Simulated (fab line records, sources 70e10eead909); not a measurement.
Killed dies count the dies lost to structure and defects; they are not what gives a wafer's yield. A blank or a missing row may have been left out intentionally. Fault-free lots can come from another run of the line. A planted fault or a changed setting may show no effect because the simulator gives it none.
fab line records	flow nandHarc
record lots=12	wafers=36	lastDay=33
route steps=1302 shown A_CHANNEL_HOLE_D2@604 A_CHANNEL_FILL_D2@613 END@1302
lots with no fault: from the same line, run without faults
startH: hours from the record's first day to the start of the lot's first wafer shown	waitH: hours since the lot's step before	" identical to the entry in the row above	L1.1+2: one row covering several wafers at once	- value missing, or start not given	* or withheld: withheld	< > ~ a bound
route shown NAME@n: names a module that has steps shown in the file, with the first one's number in the route	usual: mean/standard deviation of fault-free wafers	same: alike in all rows	chamber/n: place in a boat	sites: readings site by site	_std_site: the standard deviation of these	_edge_site: inner sites' mean taken away from outer sites' mean	radiusMm: for every site, how far away it sits from the centre of the wafer	mask NAME#n: copy n	behind: the tool/chamber that last shaped the wafer	hold: what put the lot on hold/how long, in hours/how the hold closed	device: transistor that didn't switch, given as n, p or np	end of line: the same wafers' tests at the end of the route	where a step has no rows: the recipe by itself	killed: count of dies lost to structure and defects at first sort (not the wafer's yield)	map: a wafer's dies, x killed, . not, _ none there
set.NAME: the run value of the setting; set.NAME@STEP: its run value at that earlier step	model.NAME: the simulator's own value behind a step, which no gauge read
a sample of lots followed through the steps of the route, with each step as a table and each wafer as a row
services: the hour from which a tool's chamber was out of use, counted from the record's first day as startH (under 0 if before that day), plus the number of hours and why
## steps
# step NHARC_A_CHANNEL_HOLE_D2_STRIP_28
# recipe o2FlowSccm=500	arFlowSccm=0	biasW=0	chemistry=O2
# usual drypumpMotorCurrentA=5.8/0.51	oesProductAu=1.002/0.0089	rfVppV=58.0/0.95	showerheadPlenumPTorr=3.61/0.13	throttleValvePct=17.037/0.0091
# same biasW=0
lot.wafer	tool	chamber	startH	waitH	drypumpMotorCurrentA	oesProductAu	rfHoursCounterH	rfVppV	showerheadPlenumPTorr	throttleValvePct
L822.2	rieDiel-04	0	-	-	6.3	1.008	6	56.6	3.71	17.027
L822.3	"	2	"	"	5.2	1.020	6	57.0	3.77	17.049
L822.5	"	0	"	"	6.3	1.013	-	57.1	3.71	17.034
L824.3	rieDiel-01	1	-	-	6.2	1.008	7	56.5	3.40	17.033
L824.5	"	1	"	"	6.2	1.013	-	57.7	3.40	17.022
L824.6	"	2	"	"	4.9	1.004	-	58.0	3.50	17.031
L823.3	rieDiel-04	2	-	-	5.2	1.012	7	59.7	3.77	17.036
L823.2	"	3	"	"	6.1	1.001	7	58.5	3.67	17.025
L823.5	"	2	"	"	5.2	1.017	-	59.6	3.77	17.047
L825.2	rieDiel-04	2	-	-	5.2	1.012	9	58.7	3.77	17.057
L825.4	"	3	"	"	6.2	0.996	9	59.5	3.67	17.042
L825.6	"	2	"	"	5.2	1.022	-	58.4	3.77	17.043
L826.4	rieDiel-01	2	-	-	4.9	1.004	8	55.6	3.49	17.042
L826.3	"	3	"	"	5.8	0.982	8	57.9	3.55	17.032
L826.5	"	0	"	"	6.4	0.996	-	58.5	3.60	17.034
L827.2	rieDiel-01	3	-	-	5.8	0.998	9	56.9	3.55	17.035
L827.6	"	2	"	"	4.9	1.002	-	57.4	3.50	17.041
L827.5	"	3	"	"	5.8	0.990	-	58.0	3.55	17.042
L837.2	rieDiel-01	0	-	-	6.4	0.995	4	59.1	3.59	17.033
L837.3	"	1	"	"	6.2	0.999	4	57.8	3.40	17.037
L837.4	"	2	"	"	4.9	1.010	3	57.7	3.49	17.043
L838.4	rieDiel-04	2	-	-	5.2	1.006	7	56.4	3.77	17.035
L838.5	"	0	"	"	6.3	1.024	-	59.1	3.70	17.036
L838.6	"	1	"	"	5.4	1.007	-	58.0	3.71	17.025
L839.3	rieDiel-04	1	-	-	5.4	1.015	7	57.4	3.71	17.046
L839.4	"	2	"	"	5.2	1.005	7	58.3	3.77	17.037
L839.5	"	0	"	"	6.3	1.018	-	58.6	3.70	17.032
L842.1	rieDiel-04	2	-	-	5.2	1.005	8	59.3	3.77	17.049
L842.3	"	3	"	"	6.2	0.987	7	56.3	3.66	17.030
L842.6	"	3	"	"	6.1	0.985	-	58.1	3.66	17.041
L843.1	rieDiel-01	3	-	-	5.8	0.995	7	58.7	3.55	17.036
L843.4	"	0	"	"	6.4	1.005	7	56.7	3.59	17.030
L843.5	"	2	"	"	4.9	0.995	-	57.3	3.49	17.032
L844.4	rieDiel-04	2	-	-	5.2	1.002	9	59.2	3.77	17.027
L844.2	"	0	"	"	6.3	1.015	9	58.0	3.70	17.029
L844.5	"	3	"	"	6.2	0.997	-	58.5	3.66	17.035
# step NHARC_A_CHANNEL_FILL_D2_ALD_03
# recipe targetThkA=60	pulseTimeS=60	aldCycles=58	tempC=630	pressureTorr=2	material=SiNx
# usual precursorPulseHeightRel=1.001/0.02	susceptorTempC=630.0/0.34
lot.wafer	tool	chamber	startH	waitH	precursorPulseHeightRel	susceptorTempC
L822.2	aldSinBatch-01	0	303.77	-	0.985	-
L822.3	"	0	"	"	0.978	-
L822.5	"	0	"	"	0.990	-
L823.2	aldSinBatch-01	0	311.44	-	1.013	629.6
L823.3	"	0	"	"	1.020	629.3
L823.5	"	0	"	"	0.985	629.9
L824.3	aldSinBatch-01	0	311.44	-	0.998	630.0
L824.5	"	0	"	"	0.999	630.0
L824.6	"	0	"	"	0.962	630.2
L825.2	aldSinBatch-01	0	343.10	-	0.987	630.1
L825.4	"	0	"	"	1.003	630.2
L825.6	"	0	"	"	1.000	629.9
L826.3	aldSinBatch-02	0	348.49	-	1.030	645.8
L826.4	"	0	"	"	0.989	646.0
L826.5	"	0	"	"	0.981	646.0
L827.2	aldSinBatch-02	0	348.49	-	0.979	646.0
L827.5	"	0	"	"	0.986	646.0
L827.6	"	0	"	"	1.004	646.4
L837.2	aldSinBatch-02	0	449.48	-	0.994	630.4
L837.3	"	0	"	"	0.975	630.5
L837.4	"	0	"	"	1.000	629.9
L838.4	aldSinBatch-03	0	467.23	-	0.966	630.0
L838.5	"	0	"	"	0.960	629.8
L838.6	"	0	"	"	0.989	629.7
L839.3	aldSinBatch-01	0	470.21	-	0.996	-
L839.4	"	0	"	"	1.003	-
L839.5	"	0	"	"	1.031	-
L842.1	aldSinBatch-02	0	495.11	-	0.990	629.1
L842.3	"	0	"	"	0.961	629.1
L842.6	"	0	"	"	0.990	629.3
L843.1	aldSinBatch-02	0	513.40	-	1.007	629.6
L843.4	"	0	"	"	1.017	629.9
L843.5	"	0	"	"	1.026	630.4
L844.2	aldSinBatch-02	0	521.38	-	1.008	-
L844.4	"	0	"	"	1.005	-
L844.5	"	0	"	"	1.012	-
# step NHARC_A_CHANNEL_FILL_D2_ALD_14
# recipe targetThkA=25	pulseTimeS=10	aldCycles=25	tempC=300	material=SiO2
# usual heaterPowerW=475/47	precursorPulseHeightRel=1.000/0.02	susceptorTempC=300.00/0.2
lot.wafer	tool	chamber	startH	waitH	heaterPowerW	precursorPulseHeightRel	susceptorTempC
L822.3	aldHk-03	3	307.31	0.0	563	1.024	300.07
L822.2	"	1	"	"	416	0.981	299.87
L822.5	"	3	"	"	566	1.000	299.83
L823.2	aldHk-04	0	315.03	0.0	491	1.022	299.99
L823.3	"	2	"	"	433	1.001	300.10
L823.5	"	1	"	"	448	0.959	300.09
L824.3	aldHk-02	2	315.10	0.1	526	0.973	299.97
L824.5	"	0	"	"	424	0.989	299.98
L824.6	"	1	"	"	516	0.996	299.92
L825.4	aldHk-02	3	346.71	0.1	414	0.992	300.08
L825.2	"	1	"	"	513	1.041	299.80
L825.6	"	3	"	"	406	1.017	299.70
L827.2	aldHk-03	1	352.13	0.1	408	1.005	-
L827.5	"	0	"	"	456	1.003	-
L827.6	"	1	"	"	405	1.037	-
L826.3	aldHk-04	3	352.14	0.1	490	1.011	299.78
L826.4	"	1	"	"	450	0.971	300.24
L826.5	"	3	"	"	482	1.001	299.90
L837.3	aldHk-04	0	453.10	0.0	495	1.016	299.93
L837.4	"	1	"	"	451	0.982	300.27
L837.2	"	3	"	"	476	1.004	300.06
L838.4	aldHk-03	3	470.93	0.2	580	1.028	299.96
L838.5	"	0	"	"	472	1.020	300.33
L838.6	"	1	"	"	410	0.988	299.69
L839.4	aldHk-03	1	473.79	0.1	423	0.971	300.13
L839.3	"	0	"	"	469	1.026	300.08
L839.5	"	1	"	"	418	0.972	299.97
L842.3	aldHk-03	2	498.77	0.1	528	0.987	300.23
L842.1	"	0	"	"	468	1.020	300.30
L842.6	"	2	"	"	539	0.996	300.17
L843.1	aldHk-02	2	516.96	0.0	512	1.028	300.44
L843.4	"	1	"	"	520	0.994	299.65
L843.5	"	3	"	"	410	1.034	299.89
L844.4	aldHk-04	0	524.90	0.0	504	1.001	299.98
L844.2	"	1	"	"	467	0.987	299.70
L844.5	"	0	"	"	502	0.989	299.94
# step NHARC_A_CHANNEL_FILL_D2_ETCHBACK_20
# recipe targetDepthA=270	timeS=13.5	c4f8FlowSccm=withheld	o2FlowSccm=8	arFlowSccm=withheld	rfW=600	biasW=1500	chemistry=C4F8/O2/Ar
# usual biasW=1501/4.4	oesProductAu=0.987/0.024	rfVppV=980/5.3
lot.wafer	tool	chamber	startH	waitH	biasW	oesProductAu	rfHoursCounterH	rfVppV
L822.3	rieDiel-13	0	330.07	-	1499	0.994	26	988
L822.2	"	2	"	"	1504	1.011	25	971
L822.5	"	1	"	"	1501	0.998	-	969
L823.3	rieDiel-06	0	330.08	-	1503	1.010	1	972
L823.2	"	1	"	"	1506	1.000	0	975
L823.5	"	0	"	"	1500	1.000	-	972
L824.3	rieDiel-05	1	330.09	-	1501	0.978	2	980
L824.5	"	1	"	"	1503	0.970	-	980
L824.6	"	2	"	"	1504	0.979	-	985
L825.2	rieDiel-06	2	364.04	-	1500	0.992	1	984
L825.4	"	0	"	"	1504	0.996	-	974
L825.6	"	1	"	"	1495	0.995	-	973
L826.3	rieDiel-05	2	368.78	-	1499	0.981	3	985
L826.4	"	0	"	"	1504	0.978	3	983
L826.5	"	3	"	"	1502	0.977	-	984
L827.2	rieDiel-06	3	368.79	-	1500	0.970	2	982
L827.5	"	2	"	"	1494	0.969	-	982
L827.6	"	3	"	"	1499	0.973	-	982
L837.4	rieDiel-06	1	470.65	-	1506	1.003	5	975
L837.2	"	2	"	"	1493	0.999	5	984
L837.3	"	0	"	"	1496	1.001	5	973
L838.4	rieDiel-05	3	487.52	-	1498	0.995	3	986
L838.5	"	2	"	"	1504	1.002	-	984
L838.6	"	3	"	"	1505	0.982	-	984
L839.3	rieDiel-05	1	494.37	-	1501	0.997	1	978
L839.4	"	0	"	"	1508	0.987	3	985
L839.5	"	1	"	"	1507	0.994	-	982
L842.1	rieDiel-06	1	516.26	-	1495	1.011	0	973
L842.3	"	2	"	"	1506	1.005	0	984
L842.6	"	1	"	"	1505	1.013	-	974
L843.1	rieDiel-06	0	535.77	-	1496	1.006	1	971
L843.5	"	1	"	"	1499	1.003	-	975
L843.4	"	3	"	"	1505	1.008	-	981
L844.2	rieDiel-05	3	541.94	-	1497	0.977	4	983
L844.4	"	0	"	"	1502	0.979	4	985
L844.5	"	2	"	"	1501	0.989	-	984
# step NHARC_END_SORT_01
# recipe tempC=25
# usual killedAtArray=53/20	killedAtOther=1/1.2	killedAtPeriphery=3.7/2.6	killedDies=58/20	killedOpen=3.5/1.8	killedShort=2.4/1.7
# same grossDies=677
lot.wafer	tool	chamber	startH	waitH	killedAtArray	killedAtOther	killedAtPeriphery	killedDies	killedOpen	killedShort
L839.3	prober-01	0	725.73	3.1	61	0	0	61	1	3
L839.4	prober-01	0	726.53	3.4	75	0	1	76	1	1
L839.5	prober-01	0	727.34	3.7	72	1	3	76	7	2
# killed by level:class
L839.3 A_CHANNEL_HOLE_D1:chamberFilmFlake=34 A_SLIT:chamberFilmFlake=17 A_CONTACT:chamberFilmFlake=4 A_SOURCE_PLATE:geometricParticle:short=1 A_ONON_D2:geometricParticle:open=1 A_SGD_CUT:geometricParticle:short=1 A_WL_FILL:geometricParticle:short=1 A_DECK1_JOINT:chamberFilmFlake=1
L839.4 A_SLIT:chamberFilmFlake=36 A_CHANNEL_HOLE_D1:chamberFilmFlake=32 A_CONTACT:chamberFilmFlake=4 A_CHANNEL_FILL_D1:geometricParticle:open=1 A_CHANNEL_FILL_D2:geometricParticle:short=1 P_GATE:chamberFilmFlake=1 A_ZERO_WELL:chamberFilmFlake=1
L839.5 A_SLIT:chamberFilmFlake=31 A_CHANNEL_HOLE_D1:chamberFilmFlake=27 A_WL_FILL:chamberFilmFlake=3 A_CHANNEL_FILL_D1:geometricParticle:open=2 A_DECK1_JOINT:chamberFilmFlake=2 P_CONTACT:geometricParticle:short=1 P_CONTACT:geometricParticle:open=1 A_DECK1_JOINT:geometricParticle:open=1
## services
tool	chamber	startH	hours	kind
rieDiel-06	1	286.58	8.5	repair
rieDiel-01	1	288.30	1.6	repair
rieDiel-06	-	307.20	9.0	pm
rieDiel-06	3	329.27	9.6	repair
rieDiel-06	1	337.95	5.8	repair
rieDiel-01	-	339.86	0.5	repair
rieDiel-01	-	342.83	2.2	repair
rieDiel-04	-	354.90	9.0	pm
aldHk-03	-	360.29	0.5	repair
rieDiel-06	3	361.37	4.6	repair
rieDiel-04	1	375.06	8.3	repair
rieDiel-01	-	380.99	9.0	pm
rieDiel-06	1	387.29	5.1	repair
rieDiel-05	2	388.10	14.7	repair
aldHk-03	-	390.00	10.0	pm
rieDiel-05	0	390.17	9.9	repair
rieDiel-04	3	393.68	12.1	repair
rieDiel-05	1	396.75	3.3	repair
rieDiel-01	-	404.88	0.4	repair
rieDiel-05	-	406.60	9.0	pm
rieDiel-05	1	437.71	23.1	repair
rieDiel-06	-	484.20	9.0	pm
rieDiel-04	-	531.90	9.0	pm
rieDiel-06	2	535.45	16.6	repair
## key
firstSign step=NHARC_A_CHANNEL_FILL_D2_ALD_03	reading=susceptorTempC	direction=up	sigmas=48	usual=*	struck=*
effect none on later readings
metAt NHARC_A_CHANNEL_FILL_D2_ALD_03
struckLots L826,L827
testerLeftOut L826,L827
notActingAt NHARC_A_CHANNEL_HOLE_D2_STRIP_28,NHARC_A_CHANNEL_FILL_D2_ALD_14,NHARC_A_CHANNEL_FILL_D2_ETCHBACK_20
fault kind=processParameterDrift	tool=aldSinBatch-02	chamber=-	onsetH=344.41	steps=NHARC_A_CHANNEL_FILL_D1_ALD_03,NHARC_A_CHANNEL_FILL_D1_ALD_15,NHARC_A_CHANNEL_FILL_D2_ALD_03,NHARC_A_CHANNEL_FILL_D2_ALD_15	channel=tempC	offset=*	shape=step	endH=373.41	stated=*
# testerLeftOut: of these lots the tester's yield and bins aren't shown, on N5 and GAA mostly nor the transistor test; their killed dies are dies lost to structure and defects alone, not to doping, threshold or leakage, so they don't give the yield
